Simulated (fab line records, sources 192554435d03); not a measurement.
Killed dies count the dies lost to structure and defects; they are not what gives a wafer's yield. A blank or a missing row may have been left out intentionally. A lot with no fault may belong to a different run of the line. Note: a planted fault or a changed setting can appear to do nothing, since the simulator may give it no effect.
fab line records || flow n5-finfet
record {"lots": 5, "wafers": 15, "last-day": 16}
route steps=1938 shown BEOL_M4@1103 BEOL_M5@1112 PASSIVATION@1936
lots that met no fault: from a run of the same line without faults
start-h: hours from the record's opening day to when the first of the lot's shown wafers began || wait-h: hours elapsed since this lot's preceding step || " the same as in the row above || L1.1+2: a row that stands for several wafers || - value missing, or start not given || * or withheld: withheld || < > ~ a bound
route shown NAME@n: names a module that has steps shown in the file, with the first one's number in the route || usual: mean/standard deviation of fault-free wafers || same: alike in all rows || chamber/n: place in a boat || sites: each site's reading || _std_site: their standard deviation || _edge_site: outer sites' mean less inner sites' || radius-mm: for every site, how far away it sits from the centre of the wafer || mask NAME#n: copy n || behind: the tool/chamber that last shaped the wafer || hold: cause of the lot's hold/its duration in hours/its outcome || device: transistor that didn't switch, given as n, p or np || end of line: tests run on the same wafers once the route is complete || where a step has no rows: the recipe by itself || killed: count of dies lost to structure and defects at first sort (not the wafer's yield) || map: per-die view of a wafer (x killed, . not killed, _ where there is no die)
set.NAME: setting as actually run; set.NAME@STEP: the setting as run at that earlier step || model.NAME: the simulator's own value behind a step, which no gauge read
lots at selected steps of the route; one table per step, one row per wafer
services: from which hour (start-h, from the record's first day; less than 0 if before it) a tool's chamber was out of use, for how many hours, and why
## steps
# step N5_BEOL_M4_CMP_52
# recipe {"stop-on": "SiOC", "t-overpolish-s": 6.8, "down-force-psi": 1, "platen-rpm": 50, "clearing-platen-down-force-psi": 1.5, "clearing-platen-rpm": 50, "post-cmp-clean": "cu-alkaline", "target-thk-nm": 40, "clearing-platen-pad-velocity-m-s": 0.99484, "pad-velocity-m-s": 0.99484}
# step N5_BEOL_M4_PRE_CLEAN_60
# recipe {"gas": "NH3/H2", "time-s": 15, "temp-c": "*", "rf-power-w": 300}
# step N5_BEOL_M4_CO_CAP_55
# recipe {"material": "Co", "target-thk-a": 20, "temp-c": 200, "precursor": "CCTBA/H2", "pressure-torr": 30, "time-s": 102.1}
# step N5_BEOL_M4_PRE_CLEAN_56
# recipe {"gas": "NH3", "time-s": 15, "temp-c": "withheld", "rf-power-w": 300}
# step N5_BEOL_M4_DEP_57
# recipe {"material": "SiCN", "target-thk-a": 80, "temp-c": "withheld", "precursor": "3MS/NH3", "pressure-torr": 3, "rf-w": 202, "time-s": 14}
# step N5_BEOL_M5_ILD_DEP_00
# recipe {"material": "SiCOH_lowk", "target-thk-a": 1406.4, "temp-c": 300, "precursor": "DEMS/porogen", "pressure-torr": 5, "rf-w": 500, "time-s": 25.9}
# step N5_BEOL_M5_CURE_79
# recipe {"temp-c": 385, "time-s": 240, "ambient": "He/Ar", "material": "SiCOH_lowk"}
# step N5_BEOL_M5_PECVD_70
# recipe {"material": "SiO2", "target-thk-a": 160, "temp-c": 400, "precursor": "TEOS/O2", "pressure-torr": 5.5, "rf-w": 450, "teos-flow-sccm": 53.8, "gas": "O2", "flow-sccm": 3000, "time-s": 18}
# usual {"heater-power-w": "691/85", "showerhead-plenum-p-Torr": "8.78/0.077", "throttle-valve-pct": "21.9/1.1"}
{"lot.wafer": "L227.2", "tool": "pecvd-04", "chamber": 0, "start-h": 183.08, "wait-h": 0.0, "heater-power-w": 619, "showerhead-plenum-p-Torr": 8.84, "throttle-valve-pct": 22.5}
{"lot.wafer": "L227.4", "tool": "pecvd-04", "chamber": 0, "start-h": 183.08, "wait-h": 0.0, "heater-power-w": 611, "showerhead-plenum-p-Torr": 8.81, "throttle-valve-pct": 22.7}
{"lot.wafer": "L227.6", "tool": "pecvd-04", "chamber": 1, "start-h": 183.08, "wait-h": 0.0, "heater-power-w": 609, "showerhead-plenum-p-Torr": 8.76, "throttle-valve-pct": 21.7}
{"lot.wafer": "L229.2", "tool": "pecvd-02", "chamber": 1, "start-h": 204.91, "wait-h": 0.0, "heater-power-w": 761, "showerhead-plenum-p-Torr": 8.83, "throttle-valve-pct": 23.3}
{"lot.wafer": "L229.5", "tool": "pecvd-02", "chamber": 2, "start-h": 204.91, "wait-h": 0.0, "heater-power-w": 631, "showerhead-plenum-p-Torr": 8.97, "throttle-valve-pct": 22.8}
{"lot.wafer": "L229.6", "tool": "pecvd-02", "chamber": 1, "start-h": 204.91, "wait-h": 0.0, "heater-power-w": 739, "showerhead-plenum-p-Torr": 8.82, "throttle-valve-pct": 23.1}
{"lot.wafer": "L233.1", "tool": "pecvd-02", "chamber": 0, "start-h": 228.43, "wait-h": 0.0, "heater-power-w": 809, "showerhead-plenum-p-Torr": 8.81, "throttle-valve-pct": 21.7}
{"lot.wafer": "L233.2", "tool": "pecvd-02", "chamber": 1, "start-h": 228.43, "wait-h": 0.0, "heater-power-w": 745, "showerhead-plenum-p-Torr": 8.84, "throttle-valve-pct": 23.4}
{"lot.wafer": "L233.6", "tool": "pecvd-02", "chamber": 1, "start-h": 228.43, "wait-h": 0.0, "heater-power-w": 759, "showerhead-plenum-p-Torr": 8.83, "throttle-valve-pct": 23.4}
{"lot.wafer": "L233.1", "tool": "pecvd-02", "chamber": 0, "start-h": 228.68, "wait-h": 0.2, "heater-power-w": 815, "showerhead-plenum-p-Torr": 8.83, "throttle-valve-pct": 21.9}
{"lot.wafer": "L233.2", "tool": "pecvd-02", "chamber": 1, "start-h": 228.68, "wait-h": 0.2, "heater-power-w": 781, "showerhead-plenum-p-Torr": 8.80, "throttle-valve-pct": 23.5}
{"lot.wafer": "L233.6", "tool": "pecvd-02", "chamber": 1, "start-h": 228.68, "wait-h": 0.2, "heater-power-w": 767, "showerhead-plenum-p-Torr": 8.82, "throttle-valve-pct": 23.3}
{"lot.wafer": "L234.2", "tool": "pecvd-01", "chamber": 2, "start-h": 237.70, "wait-h": 0.0, "heater-power-w": 652, "showerhead-plenum-p-Torr": 8.75, "throttle-valve-pct": 20.1}
{"lot.wafer": "L234.3", "tool": "pecvd-01", "chamber": 0, "start-h": 237.70, "wait-h": 0.0, "heater-power-w": 697, "showerhead-plenum-p-Torr": 8.63, "throttle-valve-pct": 22.5}
{"lot.wafer": "L234.6", "tool": "pecvd-01", "chamber": 1, "start-h": 237.70, "wait-h": 0.0, "heater-power-w": 666, "showerhead-plenum-p-Torr": 8.69, "throttle-valve-pct": 22.5}
{"lot.wafer": "L234.2", "tool": "pecvd-01", "chamber": 2, "start-h": 237.94, "wait-h": 0.2, "heater-power-w": 641, "showerhead-plenum-p-Torr": 8.76, "throttle-valve-pct": 20.2}
{"lot.wafer": "L234.3", "tool": "pecvd-01", "chamber": 0, "start-h": 237.94, "wait-h": 0.2, "heater-power-w": 688, "showerhead-plenum-p-Torr": 8.63, "throttle-valve-pct": 22.6}
{"lot.wafer": "L234.6", "tool": "pecvd-01", "chamber": 1, "start-h": 237.94, "wait-h": 0.2, "heater-power-w": 664, "showerhead-plenum-p-Torr": 8.76, "throttle-valve-pct": 22.3}
{"lot.wafer": "L240.2", "tool": "pecvd-01", "chamber": 2, "start-h": 275.72, "wait-h": 0.0, "heater-power-w": 673, "showerhead-plenum-p-Torr": 8.76, "throttle-valve-pct": 20.0}
{"lot.wafer": "L240.5", "tool": "pecvd-01", "chamber": 0, "start-h": 275.72, "wait-h": 0.0, "heater-power-w": 644, "showerhead-plenum-p-Torr": 8.64, "throttle-valve-pct": 22.5}
{"lot.wafer": "L240.6", "tool": "pecvd-01", "chamber": 1, "start-h": 275.72, "wait-h": 0.0, "heater-power-w": 635, "showerhead-plenum-p-Torr": 8.74, "throttle-valve-pct": 22.5}
{"lot.wafer": "L240.2", "tool": "pecvd-01", "chamber": 2, "start-h": 275.95, "wait-h": 0.2, "heater-power-w": 669, "showerhead-plenum-p-Torr": 8.76, "throttle-valve-pct": 20.1}
{"lot.wafer": "L240.5", "tool": "pecvd-01", "chamber": 0, "start-h": 275.95, "wait-h": 0.2, "heater-power-w": 658, "showerhead-plenum-p-Torr": 8.64, "throttle-valve-pct": 22.7}
{"lot.wafer": "L240.6", "tool": "pecvd-01", "chamber": 1, "start-h": 275.95, "wait-h": 0.2, "heater-power-w": 627, "showerhead-plenum-p-Torr": 8.74, "throttle-valve-pct": 22.7}
# step N5_BEOL_M5_HM_DEP_02
# recipe {"material": "TiN", "target-thk-a": 200, "temp-c": 25, "chamber-pressure-pa": 0.49996}
# step N5_BEOL_M5_COAT_59
# recipe {"resist": "SOC", "temp-c": 250, "time-s": 60, "spin-rpm": 1500, "resist-thk-nm": 60}
# step N5_BEOL_M5_COAT_60
# recipe {"resist": "SiARC", "temp-c": 220, "time-s": 60, "spin-rpm": 1500, "resist-thk-nm": 12}
# step N5_BEOL_M5_COAT_71
# recipe {"resist": "underlayer", "temp-c": 205, "time-s": 60, "spin-rpm": 1500, "resist-thk-nm": 5}
# step N5_BEOL_M5_COAT_05
# recipe {"resist": "CAR-EUV", "spin-rpm": 1500, "resist-thk-nm": 30}
# step N5_BEOL_M5_EBR_07
# recipe {"solvent": "PGMEA", "ebr-width-mm": 1.5}
# step N5_BEOL_M5_SOFTBAKE_06
# recipe {"temp-c": 110, "time-s": 60, "resist": "CAR-EUV"}
# step N5_BEOL_M5_EXPOSE_08
# recipe {"mask-id": "M5", "na": 0.33, "source-shape": "annular", "sigma-inner": 0.4, "sigma-outer": 0.8, "polarization": "unpolarized", "target-cd-nm": 28, "dose-mj": 35.75}
# step N5_BEOL_M5_PEB_09
# recipe {"peb-temp-c": 100, "peb-time-s": 60, "resist": "CAR-EUV"}
# step N5_BEOL_M5_DEVELOP_10
# recipe {"develop-time-s": 30, "developer": "TMAH", "resist": "CAR-EUV", "rinse-liquid": "surfactant-rinse", "dry": "air-spin", "dev-temp-c": 23}
# step N5_BEOL_M5_DESCUM_16
# recipe {"chemistry": "O2", "time-s": 7, "source-power-w": 50, "bias-power-w": 20, "pressure-mtorr": 20, "rf-frequency-hz": 2.712e+07, "temp-c": 40, "resist": "CAR-EUV", "o2-flow-sccm": 225}
# step N5_BEOL_M5_ETCH_72
# recipe {"chemistry": "N2/H2", "target": "underlayer", "target-depth-a": 65, "mask-material": "CAR-EUV", "time-s": 5.2, "ion-energy-ev": 200, "pressure-mtorr": 30, "source-w": 840, "bias-w": 150, "n2-flow-sccm": 200, "h2-flow-sccm": 200, "ends": "cleared"}
# step N5_BEOL_M5_ETCH_61
# recipe {"chemistry": "CF4", "target": "SiARC", "target-depth-a": 156, "mask-material": "CAR-EUV", "time-s": 26, "ion-energy-ev": 80, "pressure-mtorr": 40, "source-w": 545, "bias-w": 36, "Ar_flow_sccm": 100, "cf4-flow-sccm": 100, "ends": "cleared"}
# step N5_BEOL_M5_ETCH_62
# recipe {"chemistry": "N2/H2", "target": "SOC", "target-depth-a": 750, "overetch-a": 150, "mask-material": "SiARC", "temp-c": 40, "time-s": 112.5, "ion-energy-ev": 200, "pressure-mtorr": 30, "source-w": 840, "bias-w": 150, "n2-flow-sccm": 200, "h2-flow-sccm": 200}
# step N5_BEOL_M5_STRIP_63
# recipe {"chemistry": "N2/H2", "temp-c": 40, "n2-flow-sccm": 200, "h2-flow-sccm": 200, "rf-frequency-hz": 6e+07}
# step N5_BEOL_M5_STRIP_73
# recipe {"chemistry": "N2/H2", "temp-c": 40, "n2-flow-sccm": 200, "h2-flow-sccm": 200, "rf-frequency-hz": 6e+07}
# step N5_BEOL_M5_STRIP_64
# recipe {"chemistry": "CF4", "resist": "SiARC", "power-w": 300, "bias-power-w": 75, "pressure-mtorr": 50, "cf4-flow-sccm": 150, "rf-frequency-hz": 6e+07}
# step N5_BEOL_M5_HM_OPEN_17
# recipe {"chemistry": "Cl2/BCl3", "target-depth-a": 200, "overetch-a": 60, "target": "TiN", "mask-material": "SOC", "ion-energy-ev": 150, "pressure-mtorr": 10, "icp-w": 1000, "bias-w": 126, "Cl2_flow_sccm": 53.25, "bcl3-flow-sccm": 21.75, "Ar_flow_sccm": 25}
# step N5_BEOL_M5_STRIP_19
# recipe {"chemistry": "O2", "power-w": 400, "temp-c": 40, "pressure-mtorr": 30, "rf-frequency-hz": 6e+07, "bias-power-w": 0, "overash-fraction": 0.2, "o2-flow-sccm": 225}
# step N5_BEOL_M5_COAT_65
# recipe {"resist": "SOC", "temp-c": 250, "time-s": 60, "spin-rpm": 1500, "resist-thk-nm": 60}
# step N5_BEOL_M5_COAT_66
# recipe {"resist": "SiARC", "temp-c": 220, "time-s": 60, "spin-rpm": 1500, "resist-thk-nm": 12}
# step N5_BEOL_M5_COAT_74
# recipe {"resist": "underlayer", "temp-c": 205, "time-s": 60, "spin-rpm": 1500, "resist-thk-nm": 5}
# step N5_BEOL_M5_COAT_22
# recipe {"resist": "CAR-EUV", "spin-rpm": 1500, "resist-thk-nm": 30}
# step N5_BEOL_M5_EBR_24
# recipe {"solvent": "PGMEA", "ebr-width-mm": 1.5}
# step N5_BEOL_M5_SOFTBAKE_23
# recipe {"temp-c": 110, "time-s": 60, "resist": "CAR-EUV"}
# step N5_BEOL_M5_HM_STRIP_39
# recipe {"chemistry": "peroxide-tin-strip", "material": "TiN", "target-depth-a": 250, "temp-c": 50, "time-s": 158}
{"lot.wafer": "L227.2", "tool": "wet-bench-06", "chamber": 0, "start-h": 185.49, "wait-h": 0.0, "model.SiO2_of_BEOL_M5_PECVD_70.thk-nm": 15.6}
{"lot.wafer": "L227.4+6", "tool": "wet-bench-06", "chamber": "1,5", "start-h": 185.49, "wait-h": 0.0, "model.SiO2_of_BEOL_M5_PECVD_70.thk-nm": 15.8}
{"lot.wafer": "L229.2", "tool": "wet-bench-04", "chamber": 3, "start-h": 208.10, "wait-h": 0.0, "model.SiO2_of_BEOL_M5_PECVD_70.thk-nm": 15.8}
{"lot.wafer": "L229.5", "tool": "wet-bench-04", "chamber": 4, "start-h": 208.10, "wait-h": 0.0, "model.SiO2_of_BEOL_M5_PECVD_70.thk-nm": 16.2}
{"lot.wafer": "L229.6", "tool": "wet-bench-04", "chamber": 7, "start-h": 208.10, "wait-h": 0.0, "model.SiO2_of_BEOL_M5_PECVD_70.thk-nm": 16}
{"lot.wafer": "L233.1+6", "tool": "wet-bench-06", "chamber": "1,2", "start-h": 235.06, "wait-h": 0.0, "model.SiO2_of_BEOL_M5_PECVD_70.thk-nm": 31.8}
{"lot.wafer": "L233.2", "tool": "wet-bench-06", "chamber": 7, "start-h": 235.06, "wait-h": 0.0, "model.SiO2_of_BEOL_M5_PECVD_70.thk-nm": 31.2}
{"lot.wafer": "L234.2+3", "tool": "wet-bench-05", "chamber": "7,3", "start-h": 242.24, "wait-h": 0.0, "model.SiO2_of_BEOL_M5_PECVD_70.thk-nm": 31.8}
{"lot.wafer": "L234.6", "tool": "wet-bench-05", "chamber": 5, "start-h": 242.24, "wait-h": 0.0, "model.SiO2_of_BEOL_M5_PECVD_70.thk-nm": 32}
{"lot.wafer": "L240.2", "tool": "wet-bench-04", "chamber": 4, "start-h": 279.40, "wait-h": 0.0, "model.SiO2_of_BEOL_M5_PECVD_70.thk-nm": 31.4}
{"lot.wafer": "L240.5", "tool": "wet-bench-04", "chamber": 2, "start-h": 279.40, "wait-h": 0.0, "model.SiO2_of_BEOL_M5_PECVD_70.thk-nm": 32.8}
{"lot.wafer": "L240.6", "tool": "wet-bench-04", "chamber": 6, "start-h": 279.40, "wait-h": 0.0, "model.SiO2_of_BEOL_M5_PECVD_70.thk-nm": 32.6}
# step N5_BEOL_M5_CMP_52
# recipe {"stop-on": "SiCOH_lowk", "t-overpolish-s": 6.9, "down-force-psi": 1, "platen-rpm": 50, "clearing-platen-down-force-psi": 1.5, "clearing-platen-rpm": 50, "post-cmp-clean": "cu-alkaline", "target-thk-nm": 62, "clearing-platen-pad-velocity-m-s": 0.99484, "pad-velocity-m-s": 0.99484}
# usual {"barrier-field-endpoint-s": "24.6/0.57", "motor-current-A": "5.9/0.51", "overpolish-run-s": "6.900/0.0096", "platen-rpm": "50.00/0.037", "slurry-flow-ml-min": "150.0/0.43", "time-to-endpoint-s": "61.7/2.8"}
{"lot.wafer": "L227.4", "tool": "cmp-02", "chamber": 3, "start-h": 192.41, "wait-h": 0.1, "barrier-field-endpoint-s": 24.4, "motor-current-A": 4.9, "overpolish-run-s": 6.905, "platen-rpm": 50.05, "slurry-flow-ml-min": 150.4, "time-to-endpoint-s": 62.0}
{"lot.wafer": "L227.2", "tool": "cmp-02", "chamber": 1, "start-h": 192.41, "wait-h": 0.1, "barrier-field-endpoint-s": 23.4, "motor-current-A": 5.6, "overpolish-run-s": 6.910, "platen-rpm": 49.99, "slurry-flow-ml-min": 150.0, "time-to-endpoint-s": 56.1}
{"lot.wafer": "L227.6", "tool": "cmp-02", "chamber": 0, "start-h": 192.41, "wait-h": 0.1, "barrier-field-endpoint-s": 24.2, "motor-current-A": 5.3, "overpolish-run-s": 6.903, "platen-rpm": 49.98, "slurry-flow-ml-min": 149.5, "time-to-endpoint-s": 61.8}
{"lot.wafer": "L229.2", "tool": "cmp-02", "chamber": 1, "start-h": 215.05, "wait-h": 0.3, "barrier-field-endpoint-s": 25.1, "motor-current-A": 6.0, "overpolish-run-s": 6.892, "platen-rpm": 49.96, "slurry-flow-ml-min": 149.9, "time-to-endpoint-s": 59.7}
{"lot.wafer": "L229.6", "tool": "cmp-02", "chamber": 3, "start-h": 215.05, "wait-h": 0.3, "barrier-field-endpoint-s": 25.0, "motor-current-A": 5.2, "overpolish-run-s": 6.899, "platen-rpm": 49.98, "slurry-flow-ml-min": 150.2, "time-to-endpoint-s": 62.2}
{"lot.wafer": "L229.5", "tool": "cmp-02", "chamber": 0, "start-h": 215.05, "wait-h": 0.3, "barrier-field-endpoint-s": 25.1, "motor-current-A": 5.2, "overpolish-run-s": 6.884, "platen-rpm": 50.05, "slurry-flow-ml-min": 149.6, "time-to-endpoint-s": 59.6}
{"lot.wafer": "L233.1", "tool": "cmp-03", "chamber": 2, "start-h": 242.08, "wait-h": 0.3, "barrier-field-endpoint-s": 41.2, "motor-current-A": 6.7, "overpolish-run-s": 0.048, "platen-rpm": 49.96, "slurry-flow-ml-min": 150.6, "time-to-endpoint-s": 65.3}
{"lot.wafer": "L233.2", "tool": "cmp-03", "chamber": 0, "start-h": 242.08, "wait-h": 0.3, "barrier-field-endpoint-s": 41.2, "motor-current-A": 5.8, "overpolish-run-s": 0.037, "platen-rpm": 50.05, "slurry-flow-ml-min": 149.4, "time-to-endpoint-s": 61.4}
{"lot.wafer": "L233.6", "tool": "cmp-03", "chamber": 3, "start-h": 242.08, "wait-h": 0.3, "barrier-field-endpoint-s": 41.2, "motor-current-A": 5.9, "overpolish-run-s": 0.039, "platen-rpm": 50.01, "slurry-flow-ml-min": 150.6, "time-to-endpoint-s": 62.1}
{"lot.wafer": "L234.3", "tool": "cmp-01", "chamber": 0, "start-h": 248.65, "wait-h": 0.3, "barrier-field-endpoint-s": 41.2, "motor-current-A": 6.2, "overpolish-run-s": 0.025, "platen-rpm": 50.09, "slurry-flow-ml-min": 149.6, "time-to-endpoint-s": 63.3}
{"lot.wafer": "L234.2", "tool": "cmp-01", "chamber": 3, "start-h": 248.65, "wait-h": 0.3, "barrier-field-endpoint-s": 41.2, "motor-current-A": 5.8, "overpolish-run-s": 0.038, "platen-rpm": 49.96, "slurry-flow-ml-min": 149.7, "time-to-endpoint-s": 60.3}
{"lot.wafer": "L234.6", "tool": "cmp-01", "chamber": 0, "start-h": 248.65, "wait-h": 0.3, "barrier-field-endpoint-s": 41.2, "motor-current-A": 6.2, "overpolish-run-s": 0.048, "platen-rpm": 50.01, "slurry-flow-ml-min": 150.1, "time-to-endpoint-s": 62.4}
{"lot.wafer": "L240.2", "tool": "cmp-03", "chamber": 3, "start-h": 285.59, "wait-h": 0.2, "barrier-field-endpoint-s": 41.2, "motor-current-A": 5.8, "overpolish-run-s": 0.042, "platen-rpm": 50.03, "slurry-flow-ml-min": 149.4, "time-to-endpoint-s": 61.5}
{"lot.wafer": "L240.5", "tool": "cmp-03", "chamber": 3, "start-h": 285.59, "wait-h": 0.2, "barrier-field-endpoint-s": 41.2, "motor-current-A": 5.7, "overpolish-run-s": 0.044, "platen-rpm": 50.01, "slurry-flow-ml-min": 149.8, "time-to-endpoint-s": 63.7}
{"lot.wafer": "L240.6", "tool": "cmp-03", "chamber": 0, "start-h": 285.59, "wait-h": 0.2, "barrier-field-endpoint-s": 41.2, "motor-current-A": 5.8, "overpolish-run-s": 0.040, "platen-rpm": 50.03, "slurry-flow-ml-min": 150.1, "time-to-endpoint-s": 64.2}
# step N5_PASSIVATION_PROBE_49
# usual {"defect-limited-yield": "91.6/1.6", "killed_at_M0_to_M3": "31/10", "killed_at_M4_up": "14/6.3", "killed-at-contacts": "12/6.1", "killed-at-front-end": "39/12", "killed-at-other": "3.7/2.8", "killed-dies": "100/19", "killed-open": "66/14", "killed-short": "33/8.1", "sort_bin_5_function": "5.0/1.1", "sort_bin_6_memory": "3.2/0.66", "sort-n-pass": "1080/18", "sort-yield-pct": "91.6/1.6"}
# same {"gross-dies": 1180, "killed-at-back-side": 0, "sort_bin_4_leakage[%]": 0, "sort_bin_8_speed[%]": 0}
{"lot.wafer": "L234.2", "tool": "prober-01", "chamber": "-", "start-h": 339.29, "wait-h": 0.1, "defect-limited-yield[%]": 92.0, "killed_at_M0_to_M3": 34, "killed_at_M4_up": 16, "killed-at-contacts": 14, "killed-at-front-end": 20, "killed-at-other": 10, "killed-dies": 94, "killed-open": 62, "killed-short": 31, "sort_bin_5_function[%]": 4.2, "sort_bin_6_memory[%]": 3.6, "sort-n-pass": 1086, "sort-yield-pct[%]": 92.0}
{"lot.wafer": "L234.3", "tool": "prober-01", "chamber": "-", "start-h": 339.34, "wait-h": 0.1, "defect-limited-yield[%]": 90.8, "killed_at_M0_to_M3": 32, "killed_at_M4_up": 19, "killed-at-contacts": 8, "killed-at-front-end": 38, "killed-at-other": 12, "killed-dies": 109, "killed-open": 67, "killed-short": 36, "sort_bin_5_function[%]": 5.3, "sort_bin_6_memory[%]": 3.3, "sort-n-pass": 1071, "sort-yield-pct[%]": 90.8}
{"lot.wafer": "L234.6", "tool": "prober-01", "chamber": "-", "start-h": 339.49, "wait-h": 0.3, "defect-limited-yield[%]": 92.5, "killed_at_M0_to_M3": 18, "killed_at_M4_up": 21, "killed-at-contacts": 9, "killed-at-front-end": 38, "killed-at-other": 3, "killed-dies": 89, "killed-open": 54, "killed-short": 35, "sort_bin_5_function[%]": 3.8, "sort_bin_6_memory[%]": 3.4, "sort-n-pass": 1091, "sort-yield-pct[%]": 92.5}
# killed by level:class
L234.2 BEOL_M2:geometric-particle:open=17 MOL_CONTACT_COAG:geometric-particle:open=11 BEOL_M4:geometric-particle:open=7 GATE_CUT:geometric-particle:short=5 FIN_SAQP:geometric-particle:short=3 MOL_CONTACT_COAG:geometric-particle:short=3 BEOL_M0_SAQP:geometric-particle:open=3 BEOL_M0:geometric-particle:open=3
L234.3 BEOL_M2:geometric-particle:open=10 BEOL_M4:geometric-particle:open=9 FIN_SAQP:geometric-particle:short=7 FIN_SAQP:geometric-particle:open=7 MOL_CONTACT_COAG:geometric-particle:open=7 DUMMY_GATE:geometric-particle:open=5 BEOL_M1:geometric-particle:open=5 HKMG_FIN:area-etch=5
L234.6 BEOL_M4:geometric-particle:open=10 FIN_SAQP:geometric-particle:short=9 FIN_SAQP:geometric-particle:open=7 STI_FIN_REVEAL:geometric-particle:open=6 MOL_CONTACT_COAG:geometric-particle:open=5 BEOL_M2:geometric-particle:open=5 GATE_CUT:geometric-particle:short=4 MOL_CONTACT_COAG:geometric-particle:short=4
## services
{"tool": "pecvd-01", "chamber": 0, "start-h": 166.99, "hours": 2.1, "kind": "scheduled-down"}
{"tool": "wet-bench-05", "chamber": "-", "start-h": 174.34, "hours": 1.9, "kind": "pm"}
{"tool": "cmp-02", "chamber": "-", "start-h": 179.48, "hours": 2.3, "kind": "repair"}
{"tool": "pecvd-02", "chamber": 2, "start-h": 191.46, "hours": 2.1, "kind": "scheduled-down"}
{"tool": "pecvd-02", "chamber": "-", "start-h": 206.05, "hours": 3.1, "kind": "repair"}
{"tool": "pecvd-02", "chamber": 2, "start-h": 215.16, "hours": "-", "kind": "clean"}
{"tool": "pecvd-02", "chamber": 2, "start-h": 215.16, "hours": "-", "kind": "consumable-replace:showerhead"}
{"tool": "pecvd-02", "chamber": 2, "start-h": 215.16, "hours": 29.0, "kind": "scheduled-down"}
{"tool": "pecvd-02", "chamber": 2, "start-h": 215.16, "hours": 29.0, "kind": "vent-cycle"}
{"tool": "pecvd-02", "chamber": "-", "start-h": 217.20, "hours": 2.8, "kind": "pm"}
{"tool": "cmp-03", "chamber": "-", "start-h": 219.00, "hours": 2.2, "kind": "repair"}
{"tool": "cmp-01", "chamber": "-", "start-h": 221.34, "hours": 4.7, "kind": "pm"}
{"tool": "pecvd-02", "chamber": 1, "start-h": 235.00, "hours": 3.7, "kind": "repair"}
{"tool": "cmp-02", "chamber": "-", "start-h": 240.06, "hours": 4.0, "kind": "pm"}
{"tool": "cmp-02", "chamber": "-", "start-h": 244.06, "hours": "-", "kind": "consumable-replace:conditioner"}
{"tool": "cmp-02", "chamber": "-", "start-h": 244.06, "hours": "-", "kind": "consumable-replace:pad"}
{"tool": "wet-bench-05", "chamber": "-", "start-h": 255.96, "hours": 7.4, "kind": "repair"}
{"tool": "pecvd-04", "chamber": 1, "start-h": 265.09, "hours": 6.4, "kind": "repair"}
{"tool": "pecvd-04", "chamber": 0, "start-h": 266.24, "hours": 2.1, "kind": "scheduled-down"}
{"tool": "pecvd-02", "chamber": 2, "start-h": 267.67, "hours": 5.0, "kind": "scheduled-down"}
## key
first-sign {"step": "N5_BEOL_M5_PECVD_70", "reading": "visit", "direction": "added"}
effect {"step": "N5_BEOL_M5_CMP_52", "reading": "overpolish-run-s", "direction": "down", "sigmas": "99+", "usual": 6.900, "struck": 0.040}
model-effect {"step": "N5_BEOL_M5_HM_STRIP_39", "value": "SiO2_of_BEOL_M5_PECVD_70.thk-nm", "without": 15.84, "struck": 31.91}
met-at N5_BEOL_M5_PECVD_70
struck-wafers L233.1,L233.2,L233.6,L234.2,L234.3,L234.6,L240.2,L240.5,L240.6
fault {"kind": "repeated-step-whole", "tool": "pecvd-01,pecvd-02,pecvd-04", "chamber": "-", "onset-h": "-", "steps": "N5_BEOL_M5_PECVD_70", "times": 1, "scope": "struck-lots-only"}
